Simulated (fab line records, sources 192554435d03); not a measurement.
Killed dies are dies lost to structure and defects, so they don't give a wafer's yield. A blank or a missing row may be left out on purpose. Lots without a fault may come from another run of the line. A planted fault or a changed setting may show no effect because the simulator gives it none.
Chamber matching | flow n5_finfet | N5_ZERO_LAYER_DESCUM_16 on rie_diel-06: 4 sister chambers
The step chemistry O2, time 7.9 s. 4 wafers are shown with their chamber, then 9 later ones without.

WAFERS WITH THEIR CHAMBER
wafer  | chamber | showerhead_plenum_p_Torr (Torr)
L086.1 | 0       | 2.15
L087.1 | 1       | 2.06
L087.2 | 2       | 2.10
L087.4 | 3       | 2.24

WAFERS WITHOUT THEIR CHAMBER
wafer  | showerhead_plenum_p_Torr (Torr)
L090.1 | 2.06
L090.3 | 2.10
L090.5 | 2.15
L092.2 | 2.05
L092.4 | 2.15
L092.6 | 2.09
L094.1 | 2.24
L094.5 | 2.14
L094.6 | 2.24

WHICH CHAMBER EACH WENT THROUGH
wafer  | from the rows above | in truth
L090.1 | 1                   | 1
L090.3 | 2                   | 2
L090.5 | 0                   | 0
L092.2 | 1                   | 1
L092.4 | 0                   | 0
L092.6 | 2                   | 2
L094.1 | 3                   | 3
L094.5 | 0                   | 0
L094.6 | 3                   | 3
Placed correctly: 9 of 9. Can't be placed from these rows: 0. Placed wrongly: 0.
How it was worked out, from the rows above alone: a wafer's distance from a chamber is the root of the sum, over the readings, of the square of ((its reading less the chamber's mean) divided by the reading's scatter). The wafer belongs to the nearest chamber; if the next one is less than 2 further off, it can't be placed. A chamber's mean is the mean of its shown wafers. The scatter: with one shown wafer a chamber, the root of the mean of the squares of how far each hidden wafer lies from its nearest shown one.
